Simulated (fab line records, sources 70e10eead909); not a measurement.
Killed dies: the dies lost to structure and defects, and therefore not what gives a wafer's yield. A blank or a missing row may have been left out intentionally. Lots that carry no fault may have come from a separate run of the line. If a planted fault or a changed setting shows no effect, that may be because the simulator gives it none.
Which tool did it? | flow nand-harc | Sampling: 24 lots, 72 wafers, 6 of 1302 route steps

WHAT THE GAUGES SHOWED, per wafer
No reading from a measuring or inspecting step in the record can be judged against a usual standard deviation.

TOOL THAT RAN EACH LOT (tool first, then ch and the chambers of the sampled wafers, then the start)
lot  | NHARC_A_CONTACT_ETCH_111             | NHARC_A_CONTACT_ETCH_123             | NHARC_A_CONTACT_ETCH_96                       | NHARC_A_CONTACT_DEP_57        | NHARC_A_CONTACT_ETCH_124             | NHARC_A_CONTACT_ETCH_126
L074 | har-cap-etch-02 ch 0,1, day 21 18:12 | har-cap-etch-02 ch 0,1, day 21 20:20 | rie-diel-03 ch 0,1, day 21 22:24 or earlier   | acl-dep-02 ch 0, day 21 22:24 | har-cap-etch-02 ch 0,1, day 22 04:00 | har-cap-etch-02 ch 0,1, day 22 04:23
L075 | har-cap-etch-03 ch 0,1, day 22 00:04 | har-cap-etch-03 ch 0,1, day 22 02:08 | rie-diel-08 ch 0,2,3, day 22 05:43 or earlier | acl-dep-03 ch 0, day 22 05:43 | har-cap-etch-02 ch 0,1, day 22 14:07 | har-cap-etch-02 ch 0,1, day 22 14:29
L077 | har-cap-etch-03 ch 0,1, day 22 10:41 | har-cap-etch-03 ch 0,1, day 22 12:45 | rie-diel-03 ch 1,2,3, day 22 14:54 or earlier | acl-dep-02 ch 0, day 22 14:54 | har-cap-etch-03 ch 0,1, day 22 20:28 | har-cap-etch-03 ch 0,1, day 22 20:50
L076 | har-cap-etch-01 ch 0,1, day 22 18:08 | har-cap-etch-01 ch 0,1, day 22 20:13 | rie-diel-03 ch 2,3, day 22 22:23 or earlier   | acl-dep-02 ch 0, day 22 22:23 | har-cap-etch-01 ch 0,1, day 23 03:54 | har-cap-etch-01 ch 0,1, day 23 04:25
L079 | har-cap-etch-03 ch 0,1, day 23 15:09 | har-cap-etch-03 ch 0,1, day 23 17:13 | rie-diel-03 ch 0,1,2, day 23 23:38 or earlier | acl-dep-01 ch 0, day 23 23:38 | har-cap-etch-01 ch 0,1, day 24 05:25 | har-cap-etch-01 ch 0,1, day 24 05:47
L081 | har-cap-etch-01 ch 0,1, day 23 23:04 | har-cap-etch-01 ch 0,1, day 24 01:14 | rie-diel-08 ch 0,1,3, day 24 04:18 or earlier | acl-dep-01 ch 0, day 24 04:18 | har-cap-etch-02 ch 0,1, day 24 08:54 | har-cap-etch-02 ch 0,1, day 24 09:23
L078 | har-cap-etch-02 ch 0,1, day 24 00:37 | har-cap-etch-02 ch 0,1, day 24 03:36 | rie-diel-03 ch 0,1,3, day 24 08:10 or earlier | acl-dep-03 ch 0, day 24 08:10 | har-cap-etch-03 ch 0,1, day 24 12:46 | har-cap-etch-03 ch 0,1, day 24 13:08
L080 | har-cap-etch-03 ch 0,1, day 24 03:15 | har-cap-etch-03 ch 0,1, day 24 06:10 | rie-diel-08 ch 2,3, day 24 11:44 or earlier   | acl-dep-02 ch 0, day 24 11:44 | har-cap-etch-02 ch 0,1, day 24 16:21 | har-cap-etch-02 ch 0,1, day 24 16:50
L083 | har-cap-etch-02 ch 0,1, day 25 04:13 | har-cap-etch-02 ch 0,1, day 25 06:22 | rie-diel-03 ch 0,2,3, day 25 10:32 or earlier | acl-dep-01 ch 0, day 25 10:32 | har-cap-etch-01 ch 0,1, day 25 16:23 | har-cap-etch-01 ch 0,1, day 25 16:46
L082 | har-cap-etch-01 ch 0,1, day 25 06:36 | har-cap-etch-01 ch 0,1, day 25 08:41 | rie-diel-03 ch 1,2,3, day 25 11:04 or earlier | acl-dep-02 ch 0, day 25 11:04 | har-cap-etch-03 ch 0,1, day 25 17:14 | har-cap-etch-03 ch 0,1, day 25 17:37
L085 | har-cap-etch-03 ch 0, day 25 13:18   | har-cap-etch-03 ch 0, day 25 15:23   | rie-diel-08 ch 0,3, day 25 18:07 or earlier   | acl-dep-02 ch 0, day 25 18:07 | har-cap-etch-02 ch 0,1, day 25 23:10 | har-cap-etch-02 ch 0,1, day 25 23:32
L084 | har-cap-etch-02 ch 0,1, day 25 13:32 | har-cap-etch-02 ch 0,1, day 25 15:43 | rie-diel-03 ch 1,2,3, day 25 22:14 or earlier | acl-dep-03 ch 0, day 25 22:14 | har-cap-etch-03 ch 0,1, day 26 02:54 | har-cap-etch-03 ch 0,1, day 26 03:16
L086 | har-cap-etch-02 ch 0,1, day 26 23:59 | har-cap-etch-02 ch 0,1, day 27 02:03 | rie-diel-03 ch 1,2,3, day 27 04:12 or earlier | acl-dep-01 ch 0, day 27 04:12 | har-cap-etch-01 ch 0,1, day 27 09:53 | har-cap-etch-01 ch 0,1, day 27 10:16
L088 | har-cap-etch-03 ch 0,1, day 27 14:20 | har-cap-etch-03 ch 0,1, day 27 16:28 | rie-diel-08 ch 0,1,3, day 27 19:41 or earlier | acl-dep-03 ch 0, day 27 19:41 | har-cap-etch-03 ch 0,1, day 28 01:24 | har-cap-etch-03 ch 0,1, day 28 01:46
L089 | har-cap-etch-02 ch 0,1, day 27 14:28 | har-cap-etch-02 ch 0,1, day 27 16:33 | rie-diel-04 ch 0,1,2, day 27 21:25 or earlier | acl-dep-01 ch 0, day 27 21:25 | har-cap-etch-01 ch 0,1, day 28 02:58 | har-cap-etch-01 ch 0,1, day 28 03:21
L087 | har-cap-etch-01 ch 0,1, day 27 18:44 | har-cap-etch-01 ch 0,1, day 27 20:49 | rie-diel-04 ch 1,2, day 28 01:36 or earlier   | acl-dep-02 ch 0, day 28 01:36 | har-cap-etch-02 ch 0,1, day 28 07:16 | har-cap-etch-02 ch 0,1, day 28 07:38
L090 | har-cap-etch-02 ch 0,1, day 27 22:08 | har-cap-etch-02 ch 0,1, day 28 00:16 | rie-diel-03 ch 1,2,3, day 28 04:54 or earlier | acl-dep-01 ch 0, day 28 04:54 | har-cap-etch-03 ch 0,1, day 28 10:08 | har-cap-etch-03 ch 0,1, day 28 10:30
L091 | har-cap-etch-02 ch 0,1, day 28 19:19 | har-cap-etch-02 ch 0,1, day 28 21:23 | rie-diel-03 ch 0,1,2, day 28 23:32 or earlier | acl-dep-01 ch 0, day 28 23:32 | har-cap-etch-01 ch 0,1, day 29 05:18 | har-cap-etch-01 ch 0,1, day 29 05:48
L093 | har-cap-etch-03 ch 0,1, day 29 07:32 | har-cap-etch-03 ch 0,1, day 29 09:37 | rie-diel-04 ch 2,3, day 29 13:48 or earlier   | acl-dep-03 ch 0, day 29 13:48 | har-cap-etch-03 ch 0,1, day 29 18:52 | har-cap-etch-03 ch 0,1, day 29 19:15
L092 | har-cap-etch-02 ch 0,1, day 29 12:02 | har-cap-etch-02 ch 0,1, day 29 14:14 | rie-diel-03 ch 0,3, day 29 18:25 or earlier   | acl-dep-02 ch 0, day 29 18:25 | har-cap-etch-02 ch 0,1, day 29 22:55 | har-cap-etch-02 ch 0,1, day 29 23:17
L094 | har-cap-etch-01 ch 0,1, day 30 00:59 | har-cap-etch-01 ch 0,1, day 30 03:06 | rie-diel-03 ch 1,2,3, day 30 06:26 or earlier | acl-dep-03 ch 0, day 30 06:26 | har-cap-etch-02 ch 0,1, day 30 11:29 | har-cap-etch-02 ch 0,1, day 30 11:51
L095 | har-cap-etch-03 ch 0,1, day 30 03:33 | har-cap-etch-03 ch 0,1, day 30 05:38 | rie-diel-03 ch 1,2,3, day 30 07:47 or earlier | acl-dep-02 ch 0, day 30 07:47 | har-cap-etch-03 ch 0,1, day 30 13:22 | har-cap-etch-03 ch 0,1, day 30 13:44
L096 | har-cap-etch-03 ch 0,1, day 30 21:53 | har-cap-etch-03 ch 0,1, day 30 23:59 | rie-diel-04 ch 0,2, day 31 03:52 or earlier   | acl-dep-01 ch 0, day 31 03:52 | har-cap-etch-01 ch 0,1, day 31 09:26 | har-cap-etch-01 ch 0,1, day 31 09:49
L097 | har-cap-etch-02 ch 0, day 31 14:47   | har-cap-etch-02 ch 0, day 31 16:56   | rie-diel-04 ch 1,2,3, day 31 20:05 or earlier | acl-dep-02 ch 0, day 31 20:05 | har-cap-etch-02 ch 0,1, day 32 01:15 | har-cap-etch-02 ch 0,1, day 32 01:38
- NHARC_A_CONTACT_ETCH_111: etches the open film in C4F8/O2/Ar, time 140 s, target depth 700 nm.
- NHARC_A_CONTACT_ETCH_123: etches the open film in C4F8/O2/Ar, time 490 s, target depth 2110 nm.
- NHARC_A_CONTACT_ETCH_96: etches the open film in C4F6/O2, target depth 20 nm, time 10 s.
- NHARC_A_CONTACT_DEP_57: deposits aC, target thk 5300 nm.
- NHARC_A_CONTACT_ETCH_124: etches the open film in C4F8/O2/Ar, time 140 s, target depth 700 nm.
- NHARC_A_CONTACT_ETCH_126: etches the open film in C4F8/O2/Ar, time 197 s, target depth 1918 nm.

AS READ BY THE TOOLS THEMSELVES (means over the sampled wafers that have a number; for cases with no such wafer, the mark the record gives instead)
NHARC_A_CONTACT_ETCH_96. Usual: c4f6-flow-sccm 25.00 sccm, standard deviation 0.069; drypump-motor-current-A 5.8 A, standard deviation 0.56; oes-product-au 0.971 a.u., standard deviation 0.027; rf-vpp-V 547 V, standard deviation 4.5; showerhead-plenum-p-Torr 3.92 Torr, standard deviation 0.22; throttle-valve-pct 26.903 %, standard deviation 0.0088.
lot  | tool        | c4f6-flow-sccm (sccm) | drypump-motor-current-A (A) | oes-product-au (a.u.) | rf-vpp-V (V) | showerhead-plenum-p-Torr (Torr) | throttle-valve-pct (%) | flag
L074 | rie-diel-03 | 25.01                 | 5.6                         | 1.002                 | 549          | 4.05                            | 26.896                 |
L075 | rie-diel-08 | 25.08                 | 5.3                         | 0.943                 | 544          | 3.79                            | 26.907                 |
L077 | rie-diel-03 | 25.01                 | 6.4                         | 0.946                 | 543          | 3.75                            | 26.905                 |
L076 | rie-diel-03 | 25.08                 | 6.1                         | 0.943                 | 543          | 3.73                            | 26.897                 |
L079 | rie-diel-03 | 25.00                 | 5.9                         | 0.938                 | 546          | 3.86                            | 26.904                 |
L081 | rie-diel-08 | 24.98                 | 5.5                         | 0.991                 | 548          | 3.93                            | 26.903                 |
L078 | rie-diel-03 | 24.99                 | 6.0                         | 1.002                 | 547          | 3.94                            | 26.906                 |
L080 | rie-diel-08 | 24.97                 | 5.2                         | 0.993                 | 544          | 3.78                            | 26.906                 |
L083 | rie-diel-03 | 24.95                 | 5.8                         | 1.007                 | 548          | 3.92                            | 26.910                 |
L082 | rie-diel-03 | 25.01                 | 6.3                         | 0.944                 | 544          | 3.75                            | 26.893                 |
L085 | rie-diel-08 | 24.98                 | 5.3                         | 0.995                 | 543          | 3.77                            | 26.899                 |
L084 | rie-diel-03 | 25.00                 | 6.3                         | 0.987                 | 543          | 3.75                            | 26.901                 |
L086 | rie-diel-03 | 25.01                 | 6.3                         | 0.959                 | 543          | 3.74                            | 26.903                 |
L088 | rie-diel-08 | 25.05                 | 5.6                         | 0.958                 | 547          | 3.92                            | 26.909                 |
L089 | rie-diel-04 | 25.02                 | 5.4                         | 0.952                 | 546          | 3.91                            | 26.898                 |
L087 | rie-diel-04 | 25.02                 | 5.4                         | 0.944                 | 547          | 3.93                            | 26.902                 |
L090 | rie-diel-03 | 24.95                 | 6.3                         | 1.002                 | 547          | 3.94                            | 26.908                 |
L091 | rie-diel-03 | 24.99                 | 6.0                         | 0.941                 | 549          | 4.04                            | 26.902                 |
L093 | rie-diel-04 | 25.05                 | 5.7                         | 0.942                 | 546          | 3.93                            | 26.897                 |
L092 | rie-diel-03 | 24.98                 | 5.9                         | 0.938                 | 548          | 3.99                            | 26.907                 |
L094 | rie-diel-03 | 25.07                 | 6.3                         | 0.988                 | 547          | 3.94                            | 26.910                 |
L095 | rie-diel-03 | 24.98                 | 6.3                         | 0.999                 | 547          | 3.94                            | 26.905                 |
L096 | rie-diel-04 | 24.98                 | 5.6                         | 0.990                 | 544          | 3.80                            | 26.899                 |
L097 | rie-diel-04 | 25.06                 | 5.5                         | 0.994                 | 548          | 4.02                            | 26.904                 |

NHARC_A_CONTACT_DEP_57. Usual: throttle-valve-pct reads 35.000 % (standard deviation 0.009).
lot  | tool       | throttle-valve-pct (%) | flag
L074 | acl-dep-02 | 34.995                 |
L075 | acl-dep-03 | 35.010                 |
L077 | acl-dep-02 | 34.998                 |
L076 | acl-dep-02 | 35.003                 |
L079 | acl-dep-01 | 35.004                 |
L081 | acl-dep-01 | 34.990                 |
L078 | acl-dep-03 | 34.989                 |
L080 | acl-dep-02 | 35.004                 |
L083 | acl-dep-01 | 35.007                 |
L082 | acl-dep-02 | 35.001                 |
L085 | acl-dep-02 | 35.000                 |
L084 | acl-dep-03 | 35.001                 |
L086 | acl-dep-01 | 34.997                 |
L088 | acl-dep-03 | 35.000                 |
L089 | acl-dep-01 | 34.998                 |
L087 | acl-dep-02 | 34.998                 |
L090 | acl-dep-01 | 35.002                 |
L091 | acl-dep-01 | 35.001                 |
L093 | acl-dep-03 | 35.004                 |
L092 | acl-dep-02 | 35.003                 |
L094 | acl-dep-03 | 34.999                 |
L095 | acl-dep-02 | 35.001                 |
L096 | acl-dep-01 | 35.008                 |
L097 | acl-dep-02 | 34.994                 |

THE ANSWER, worked out from the rows above alone
Rule: a lot counts as off when the mean over its wafers that have a number is more than 3 standard deviations away from the usual mean. A lot without any number at a reading at which 4 lots or more have one is off too. All remaining lots with rows at the step are treated as sound. The gauges are gone through in route order, then the tools' own readings, and for those a lot's mean is taken as printed above. The first step at which some lot is off is used, and at that step the reading that is off furthest; a lot without a number counts as furthest.
No lot is off on any of the readings shown, so nothing can be concluded from this.

WHAT THE SIMULATOR HAD PUT IN
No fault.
